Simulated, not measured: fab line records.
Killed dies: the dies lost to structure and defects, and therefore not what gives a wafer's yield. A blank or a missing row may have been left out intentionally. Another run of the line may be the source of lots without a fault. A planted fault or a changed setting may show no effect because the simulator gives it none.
fab line records	flow n5-finfet
[record] lots = 5	wafers = 12	last-day = 15
route steps=1938 shown BEOL_M4@1069 PASSIVATION@1936
lots that met no fault: from a run of the same line without faults
start-h: start of the lot's first displayed wafer, in hours after the record's first day	wait-h: time in hours since the lot's previous step	" the same as in the row above	L1.1+2: a row that stands for several wafers	- no value present, or no start provided	* or withheld: withheld	< > ~ a bound
route shown NAME@n: names a module that has steps shown in the file, with the first one's number in the route	usual: mean/standard deviation of fault-free wafers	same: alike in all rows	chamber/n: place in a boat	sites: each site's reading	_std_site: the values' standard deviation	_edge_site: mean of outer sites minus mean of inner sites	radius-mm: for every site, how far away it sits from the centre of the wafer	mask NAME#n: copy n	behind: the tool/chamber that last shaped the wafer	hold: why the lot went on hold/how many hours it stayed there/how the hold came to an end	device: names the non-switching transistor (n, p or np)	end of line: the same wafers' tests at the end of the route	a step given without rows: its recipe and nothing more	killed: not the wafer's yield, but the dies lost to structure and defects at the first sort	map: dies across one wafer; x = killed, . = not, _ = none there
set.NAME: the setting the step ran with; set.NAME@STEP: the setting that earlier step ran with	model.NAME: the simulator's own value behind a step, which no gauge read
a table for each step, a row for each wafer; lots at some steps of the route
services: when a tool's chamber went out of use (start-h, in hours from the record's first day, below 0 if earlier), for how many hours, and the reason
[[steps]]
[step N5_BEOL_M4_STRIP_36]
[recipe] chemistry = N2/H2	power-w = 450	temp-c = 40	pressure-mtorr = 20	rf-frequency-hz = 6e+07	overash-fraction = 0.3	bias-power-w = 7	h2-frac = 0.5	n2-flow-sccm = 200	h2-flow-sccm = 200
[step N5_BEOL_M4_TRENCH_ETCH_37]
[recipe] chemistry = C4F6/O2	target-depth-a = 555.55	target = SiOC	time-s = 29.2	ion-energy-ev = 250	pressure-mtorr = 30	source-w = 355	bias-w = 185	Ar_flow_sccm = 300	C4F6_flow_sccm = 10	O2_flow_sccm = 10
[step N5_BEOL_M4_ETCH_41]
[recipe] chemistry = CH3F/O2	target = SiCN	target-depth-a = 299	taper-deg = 2	time-s = 52.5	ion-energy-ev = 120	mask-material = TiN	pressure-mtorr = 30	source-w = 395	bias-w = 75	Ar_flow_sccm = 150	CH3F_flow_sccm = 30	O2_flow_sccm = 20
[step N5_BEOL_M4_STRIP_97]
[recipe] chemistry = N2/H2	time-s = 10	power-w = 450	temp-c = 40	pressure-mtorr = 20	rf-frequency-hz = 6e+07	bias-power-w = 7	n2-flow-sccm = 200	h2-flow-sccm = 200
[step N5_BEOL_M4_HM_STRIP_39]
[recipe] chemistry = peroxide-tin-strip	material = TiN	target-depth-a = 250	temp-c = 50	time-s = 158
[step N5_BEOL_M4_SRD_40]
[recipe] time-s = 30	temp-c = 23	rinse-liquid = diw	dry = ipa-marangoni
[step N5_BEOL_M4_PRECLEAN_42]
[recipe] chemistry = residue-remover	time-s = 60	temp-c = 40
[step N5_BEOL_M4_SRD_43]
[recipe] time-s = 30	temp-c = 23	rinse-liquid = diw	dry = ipa-marangoni
[step N5_BEOL_M4_DEGAS_44]
[recipe] ambient = vacuum	temp-c = 250	time-s = 60
[step N5_BEOL_M4_PRE_CLEAN_45]
[recipe] gas = H2/He	time-s = 30	temp-c = 250
[step N5_BEOL_M4_ALD_84]
[recipe] material = TaN	target-thk-a = *	temp-c = 275	ald-precursor-family = PDMAT	ald-co-reactant = NH3	pressure-torr = 3	carrier-flow-sccm = 1500	pulse-time-s = 2	purge-time-s = 3	co-reactant-purge-time-s = 2	co-reactant-pulse-time-s = 3	ald-cycles = 30	precursor-vessel-temp-c = 75	precursor-vessel-pressure-torr = 26.25	precursor-vessel-carrier-sccm = 1000
[usual] ald-cycles = 30/0	heater-power-w = 430/49	susceptor-temp-C = 275.01/0.19
lot.wafer	tool	chamber	start-h	wait-h	ald-cycles	heater-power-w	susceptor-temp-C	model.TaN_of_BEOL_M4_ALD_84.thk-nm
L554.4	ald-metal-03	3	163.28	0.0	30	445	275.26	*
L554.5	"	0	"	"	30	401	274.81	*
L554.6	"	1	"	"	30	501	274.96	*
L561.4	ald-metal-03	0	213.62	0.0	20	401	-	*
L561.5	"	3	"	"	30	436	274.70	*
L562.2	ald-metal-03	3	218.53	0.1	20	442	-	*
L562.3	"	1	"	"	30	500	275.35	*
L567.2	ald-metal-03	2	238.76	0.0	20	503	-	*
L567.3	"	3	"	"	30	450	275.35	*
L569.1	ald-metal-02	0	262.85	0.1	30	413	275.35	*
L569.2	"	2	"	"	30	381	274.98	*
L569.4	"	3	"	"	30	397	275.09	*
[step N5_BEOL_M4_SURFACE_TREAT_85]
[recipe] gas = Ar	time-s = *	ion-energy-ev = *	ion-current-ma-cm2 = 0.5	pressure-mtorr = *	ar-flow-sccm = 30
[step N5_BEOL_M4_CVD_47]
[recipe] material = Co	target-thk-a = 30	temp-c = withheld	precursor = CCTBA/H2	pressure-torr = 30	time-s = 223.8
[step N5_BEOL_M4_SPUTTER_48]
[recipe] material = Cu	target-thk-a = 45	temp-c = -20	chamber-pressure-pa = 0.07	power-w = withheld	time-s = 8.29
[step N5_BEOL_M4_ANNEAL_49]
[recipe] temp-c = 400	time-s = 240	ambient = vacuum
[step N5_BEOL_M4_SPUTTER_79]
[recipe] material = Cu	target-thk-a = 45	temp-c = -20	chamber-pressure-pa = 0.07	power-w = withheld	time-s = 8.29
[step N5_BEOL_M4_ANNEAL_80]
[recipe] temp-c = 400	time-s = 240	ambient = vacuum
[step N5_BEOL_M4_SPUTTER_81]
[recipe] material = Cu	target-thk-a = 45	temp-c = -20	chamber-pressure-pa = 0.07	power-w = withheld	time-s = 8.29
[step N5_BEOL_M4_ANNEAL_82]
[recipe] temp-c = 400	time-s = 240	ambient = vacuum
[step N5_BEOL_M4_SPUTTER_86]
[recipe] material = Cu	target-thk-a = 45	temp-c = -20	chamber-pressure-pa = 0.07	power-w = withheld	time-s = 8.29
[step N5_BEOL_M4_ANNEAL_87]
[recipe] temp-c = 400	time-s = 240	ambient = vacuum
[step N5_BEOL_M4_SPUTTER_88]
[recipe] material = Cu	target-thk-a = 45	temp-c = -20	chamber-pressure-pa = 0.07	power-w = withheld	time-s = 8.29
[step N5_BEOL_M4_ANNEAL_89]
[recipe] temp-c = 400	time-s = 240	ambient = vacuum
[step N5_BEOL_M4_SPUTTER_90]
[recipe] material = Cu	target-thk-a = 45	temp-c = -20	chamber-pressure-pa = 0.07	power-w = withheld	time-s = 8.29
[step N5_BEOL_M4_ANNEAL_91]
[recipe] temp-c = 400	time-s = 240	ambient = vacuum
[step N5_BEOL_M4_SPUTTER_92]
[recipe] material = Cu	target-thk-a = 45	temp-c = -20	chamber-pressure-pa = 0.07	power-w = withheld	time-s = 8.29
[step N5_BEOL_M4_ANNEAL_93]
[recipe] temp-c = 400	time-s = 240	ambient = vacuum
[step N5_BEOL_M4_SPUTTER_94]
[recipe] material = Cu	target-thk-a = 45	temp-c = -20	chamber-pressure-pa = 0.07	power-w = withheld	time-s = 8.29
[step N5_BEOL_M4_ANNEAL_95]
[recipe] temp-c = 400	time-s = 240	ambient = vacuum
[step N5_BEOL_M4_SPUTTER_96]
[recipe] material = Cu	target-thk-a = 45	temp-c = -20	chamber-pressure-pa = 0.07	power-w = withheld	time-s = 8.29
[step N5_BEOL_M4_ECD_50]
[recipe] material = Cu	target-thk-a = 3000
[step N5_BEOL_M4_ANNEAL_51]
[recipe] temp-c = 225	time-s = 90	ambient = N2
[step N5_BEOL_M4_CMP_52]
[recipe] stop-on = SiOC	t-overpolish-s = 6.8	down-force-psi = 1	platen-rpm = 50	clearing-platen-down-force-psi = 1.5	clearing-platen-rpm = 50	post-cmp-clean = cu-alkaline	target-thk-nm = 40	clearing-platen-pad-velocity-m-s = 0.99484	pad-velocity-m-s = 0.99484
[step N5_BEOL_M4_PRE_CLEAN_60]
[recipe] gas = NH3/H2	time-s = 15	temp-c = *	rf-power-w = 300
[step N5_BEOL_M4_CO_CAP_55]
[recipe] material = Co	target-thk-a = 20	temp-c = 200	precursor = CCTBA/H2	pressure-torr = 30	time-s = 102.1
[step N5_BEOL_M4_PRE_CLEAN_56]
[recipe] gas = NH3	time-s = 15	temp-c = withheld	rf-power-w = 300
[step N5_BEOL_M4_DEP_57]
[recipe] material = SiCN	target-thk-a = 80	temp-c = withheld	precursor = 3MS/NH3	pressure-torr = 3	rf-w = 202	time-s = 14
[step N5_BEOL_M4_RC_MEAS_101]
[usual] COMB_M4 = 5.6e-11/1.1e-11	COMB_M4_max_site = 8.1e-11/1.9e-11	DIBL_N = 35.9/2.5	DIBL_P = 36.0/3	IOFF_N = 0.16/0.047	IOFF_P = 0.21/0.047	ION_N = 671/14	ION_P = 460/8.8	SS_N = 71.5/0.73	SS_P = 73.2/0.91	VT_N = 250/4.3	VT_P = -251/3.6
lot.wafer	tool	chamber	start-h	wait-h	COMB_M4[S/m]	COMB_M4_max_site[S/m]	DIBL_N[mV/V]	DIBL_P[mV/V]	IOFF_N[nA/um]	IOFF_P[nA/um]	ION_N[uA/um]	ION_P[uA/um]	SS_N[mV/dec]	SS_P[mV/dec]	VT_N[mV]	VT_P[mV]
L554.4	prober-01	0	167.25	0.5	5.8e-11	8.9e-11	36.8	36.8	0.16	0.19	674	452	71.7	73.0	250	-252
L554.5	"	0	"	"	6.1e-11	8.7e-11	36.6	37.9	0.16	0.21	683	465	71.6	73.3	249	-251
L554.6	"	0	"	"	7.4e-11	9.3e-11	33.3	34.2	0.13	0.16	659	448	71.4	72.3	250	-255
L561.4	prober-01	0	217.43	0.5	2.34e-10	2.85e-10	33.5	29.9	0.10	0.13	659	446	70.9	72.2	253	-257
L561.5	"	0	"	"	6.3e-11	1.03e-10	39.3	37.3	0.18	0.22	674	456	72.7	73.9	251	-253
L562.2	prober-01	0	222.33	0.2	2.46e-10	3.58e-10	42.7	43.2	0.29	0.33	701	468	73.1	74.5	241	-243
L562.3	"	0	"	"	6.8e-11	8.3e-11	33.9	32.0	0.11	0.14	650	440	70.7	71.8	255	-255
L567.2	prober-02	0	243.29	0.2	1.66e-10	2.36e-10	33.2	33.3	0.11	0.14	664	455	70.7	71.9	253	-257
L567.3	"	0	"	"	4e-11	5.2e-11	34.4	34.4	0.12	0.16	667	455	72.3	72.7	253	-256
L569.1	prober-01	0	266.55	0.0	5.1e-11	6.8e-11	38.1	37.3	0.18	0.21	685	456	72.0	73.3	249	-252
L569.2	"	0	"	"	6.8e-11	8e-11	42.9	42.0	0.31	0.31	689	467	73.1	74.6	240	-247
L569.4	"	0	"	"	3.9e-11	5.7e-11	38.6	38.2	0.19	0.22	681	467	71.6	73.1	249	-252
// sites COMB_M4 radius-mm=0,75,75,75,75,140,140,140,140
L554.4 5e-11 6.7e-11 5.4e-11 6e-11 6.4e-11 8.9e-11 3.8e-11 5.8e-11 2.9e-11
L561.4 2.77e-10 2.17e-10 2.27e-10 1.83e-10 2.51e-10 2.85e-10 2.55e-10 2e-10 2.34e-10
L562.2 3.09e-10 3.41e-10 1.47e-10 1.38e-10 2.32e-10 3.58e-10 2.46e-10 1.75e-10 3.21e-10
L567.2 2.34e-10 1.25e-10 1.43e-10 2.14e-10 1.95e-10 1.32e-10 1.66e-10 1.52e-10 2.36e-10
L569.1 5.9e-11 5.1e-11 5.7e-11 4.4e-11 4e-11 3.8e-11 6.6e-11 5e-11 6.8e-11
[step N5_PASSIVATION_PROBE_49]
[usual] defect-limited-yield = 91.4/1.4	killed_at_M0_to_M3 = 34/8.9	killed_at_M4_up = 13/4.6	killed-at-contacts = 12/5.5	killed-at-front-end = 41/11	killed-at-other = 3.1/2.9	killed-dies = 102/16	killed-on-rim = 13/4.2	killed-open = 66/11	killed-short = 34/7.6	sort_bin_4_leakage = 0.01/0.14	sort_bin_5_function = 5.1/0.89	sort_bin_6_memory = 3.2/0.61	sort-n-pass = 1078/16	sort-yield-pct = 91.3/1.4
[same] gross-dies = 1180	killed-at-back-side = 0	sort_bin_8_speed[%] = 0
lot.wafer	tool	chamber	start-h	wait-h	defect-limited-yield[%]	killed_at_M0_to_M3	killed_at_M4_up	killed-at-contacts	killed-at-front-end	killed-at-other	killed-dies	killed-on-rim	killed-open	killed-short	sort_bin_4_leakage[%]	sort_bin_5_function[%]	sort_bin_6_memory[%]	sort-n-pass	sort-yield-pct[%]
L554.4	prober-01	-	276.17	0.2	89.1	30	16	11	69	3	129	12	77	40	0	5.9	4.0	1051	89.1
L554.5	prober-01	-	276.22	0.2	90.0	45	10	20	43	0	118	11	80	38	0	5.5	4.1	1062	90.0
L554.6	prober-01	-	276.27	0.3	87.6	55	16	11	61	3	146	24	100	40	0	7.5	3.8	1034	87.6
L561.4	prober-01	-	314.26	0.2	80.2	31	109	28	60	6	234	38	96	35	8.31	7.4	3.6	946	80.2
L562.2	prober-02	-	332.74	0.1	83.3	44	101	5	39	8	197	22	79	30	7.63	5.8	3.4	980	83.1
L567.2	prober-01	-	354.34	0.1	84.5	29	90	17	45	2	183	26	62	34	6.86	4.8	3.0	997	84.5
L567.3	prober-01	-	354.39	0.1	92.8	15	6	12	45	7	85	10	55	29	0	4.7	2.1	1095	92.8
L569.1	prober-02	-	362.46	0.0	93.4	24	17	5	30	2	78	8	43	34	0	3.6	2.8	1102	93.4
L569.2	prober-02	-	362.51	0.1	92.7	28	14	13	29	2	86	17	54	24	1.61	4.0	2.5	1075	91.1
// killed by level:class
L554.4 FIN_SAQP:geometric-particle:open=13 FIN_SAQP:geometric-particle:short=12 MOL_CONTACT_COAG:geometric-particle:open=10 STI_FIN_REVEAL:geometric-particle:open=9 GATE_CUT:geometric-particle:short=8 BEOL_M2:geometric-particle:open=8 HKMG_FIN:area-etch=8 BEOL_M0_SAQP:geometric-particle:open=6
L554.5 MOL_CONTACT_COAG:geometric-particle:open=15 BEOL_M0_SAQP:geometric-particle:open=14 FIN_SAQP:geometric-particle:open=12 STI_FIN_REVEAL:geometric-particle:open=12 FIN_SAQP:geometric-particle:short=11 BEOL_M0_SAQP:geometric-particle:short=8 BEOL_M2:geometric-particle:open=8 MOL_CONTACT_COAG:geometric-particle:short=5
L554.6 FIN_SAQP:geometric-particle:open=19 BEOL_M0_SAQP:geometric-particle:open=15 BEOL_M0_SAQP:geometric-particle:short=14 STI_FIN_REVEAL:geometric-particle:open=12 FIN_SAQP:geometric-particle:short=8 MOL_CONTACT_COAG:geometric-particle:open=8 BEOL_M0:geometric-particle:open=7 DUMMY_GATE:geometric-particle:open=6
L561.4 M4:area-ald=98 MOL_CONTACT_COAG:geometric-particle:open=19 DUMMY_GATE:geometric-particle:open=14 STI_FIN_REVEAL:geometric-particle:open=12 BEOL_M3:geometric-particle:open=10 FIN_SAQP:geometric-particle:open=9 MOL_CONTACT_COAG:geometric-particle:short=9 FIN_SAQP:geometric-particle:short=7
L562.2 M4:area-ald=87 BEOL_M3:geometric-particle:open=15 FIN_SAQP:geometric-particle:open=13 STI_FIN_REVEAL:geometric-particle:open=9 BEOL_M3:geometric-particle:short=8 BEOL_M1:geometric-particle:open=6 BEOL_M4:geometric-particle:open=6 BEOL_M0_SAQP:geometric-particle:short=5
L567.2 M4:area-ald=81 MOL_CONTACT_COAG:geometric-particle:open=13 FIN_SAQP:geometric-particle:short=12 BEOL_M2:geometric-particle:open=7 STI_FIN_REVEAL:geometric-particle:open=6 BEOL_M0:geometric-particle:open=6 BEOL_M3:geometric-particle:open=6 HKMG_FIN:area-etch=6
L567.3 FIN_SAQP:geometric-particle:open=17 STI_FIN_REVEAL:geometric-particle:open=9 MOL_CONTACT_COAG:geometric-particle:open=9 FIN_SAQP:geometric-particle:short=7 BEOL_M0_SAQP:geometric-particle:short=4 BEOL_M3:geometric-particle:open=4 MOL_CONTACT_COAG:geometric-particle:short=3 BEOL_M2:geometric-particle:open=3
L569.1 BEOL_M0_SAQP:geometric-particle:open=13 FIN_SAQP:geometric-particle:short=7 GATE_CUT:geometric-particle:short=6 BEOL_M0_SAQP:geometric-particle:short=6 BEOL_M4:geometric-particle:open=6 STI_FIN_REVEAL:geometric-particle:open=5 MOL_CONTACT_COAG:geometric-particle:open=5 STARTING-WAFER:geometric-particle:short=4
L569.2 MOL_CONTACT_COAG:geometric-particle:open=10 BEOL_M0_SAQP:geometric-particle:open=9 HKMG_FIN:area-etch=7 BEOL_M0_SAQP:geometric-particle:short=6 BEOL_M4:geometric-particle:open=6 BEOL_M1:geometric-particle:open=5 BEOL_M3:geometric-particle:open=4 STI_FIN_REVEAL:geometric-particle:open=3
// map L561.4 (x killed, . not)
_________________x....xx.x..x________________
______________.x..x......xx...x._____________
___________xxxx.xx..x.x.......x....__________
__________.x..x..x....x..........x.x_________
________.......x.....x.x.x.......x...x_______
_______xx.xx...........x.xx.x...x.x...x______
______.x.........x...x..x......xx......._____
_____......x..x.x.....x...............x..____
____......x....x.xxx.x...x........x.x.x...___
___.x.....x...........x...xx....x..xx..x...__
___...x.xx.............x............x....x.__
__x..x.......xx...x..........x....x......x.x_
__x.....x.x.x..x.....xxx...................._
_...................x...x.xx......x.xx.......
_......x..x.......x............x...x....x....
_..x..x.x..x..x....x.x.......x.............x.
_..xx.x..x...........x................xx.....
_x........x.x........x....x............x.xx..
_.x.....x..............x...x.................
_....xx........x...............x.....x.x..x..
_.x............x.......x.....xx..xx....xx...x
__.x...........x...x.xxx.....xx............._
__......x....xx...x............x.xx..x.x...._
___..xx.x..x.........x....................x__
___.x..x.x...............x.........x..x.x.x__
____xx..x.....x.xx..x........x.xx......x..___
_____....x.x..........x...........x....x.____
______.x.x....x....x.......x..x.......xx_____
_______..........x...xx.x..x.xxxx....x.______
________......x.....x...x.......x....._______
__________......x.x........x.x......_________
___________...x...............x....__________
______________...x.x.x...x.x...x_____________
_________________............________________
// map L562.2 (x killed, . not)
_________________..........xx________________
______________........x........._____________
___________x.x.x....x......xx......__________
__________x.x.................xx...._________
________............x.x...x.x......x.._______
_______...x.x..........x.x.......x.....______
______.....x...xxx.xx.x.x...x........x.._____
_____.....x........x...x...xxx...........____
____......x....x.x..x...xx......x.........___
___........x..............x..xx...x......x.__
___..........x...........x..xx............x__
__..x................x....xx....x...xx.x...x_
__.x.........x..x......x.xx...........xx.x.._
_...x...xx..............x.x......x.x.....x...
_x......x...x..x.x...............x.....x...x.
_......x....x........x........x.x..x.........
_..x..x.....x..x..x....x.x.x...xx...........x
_x...x......xx..x...x.........x...x..........
_.......x......x...x..........x..x....xxx....
_......xx.................x.........x........
_.........................x..xx.....x......xx
__.......x................x................._
__.......x.x........xxxx.....x......x......x_
___.....x........xx.....x.....x........x...__
___..x......x....x........x..........x..x..__
____............x....x.......xx........x..___
_____.....x...x....x.....x..............x____
______...x..............x..x...x........_____
_______....x........x...x..x...........______
________..x...x...xx.xx..x.....x.....x_______
__________......x...x.......x....x.._________
___________..x.....xxx.x...........__________
______________......x.......x..x_____________
_________________........x...________________
[[services]]
tool	chamber	start-h	hours	kind
ald-metal-03	0	172.35	26.0	repair
ald-metal-02	-	199.16	4.3	pm
ald-metal-02	3	207.40	16.6	repair
ald-metal-03	0	251.81	3.2	repair
ald-metal-03	1	254.75	14.2	repair
[[key]]
[first-sign] step = N5_BEOL_M4_ALD_84	reading = ald-cycles	direction = down	sigmas = 99+	usual = *	struck = *
[effect] step = N5_BEOL_M4_RC_MEAS_101	reading = COMB_M4	direction = up	sigmas = 14	usual = 5.6e-11	struck = 2.15e-10
[effect] step = N5_BEOL_M4_RC_MEAS_101	reading = COMB_M4_max_site	direction = up	sigmas = 11	usual = 8.1e-11	struck = 2.93e-10
[effect] step = N5_PASSIVATION_PROBE_49	reading = sort_bin_4_leakage	direction = up	sigmas = 55	usual = 0.01	struck = 7.60
[model-effect] step = N5_BEOL_M4_ALD_84	value = TaN_of_BEOL_M4_ALD_84.thk-nm	without = *	struck = *
[more-kills-born-at] N5_BEOL_M4_ALD_84@ald-metal-03 = 266
met-at N5_BEOL_M4_ALD_84
struck-wafers L561.4,L562.2,L567.2
onset-between 163.28 213.62
[fault] kind = process-parameter-drift	tool = ald-metal-03	chamber = -	onset-h = 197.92	steps = N5_BEOL_M4_ALD_84	channel = ald-cycles	offset = *	shape = step	end-h = 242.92	scope = struck-wafers-only	acts-in = *	stated = *
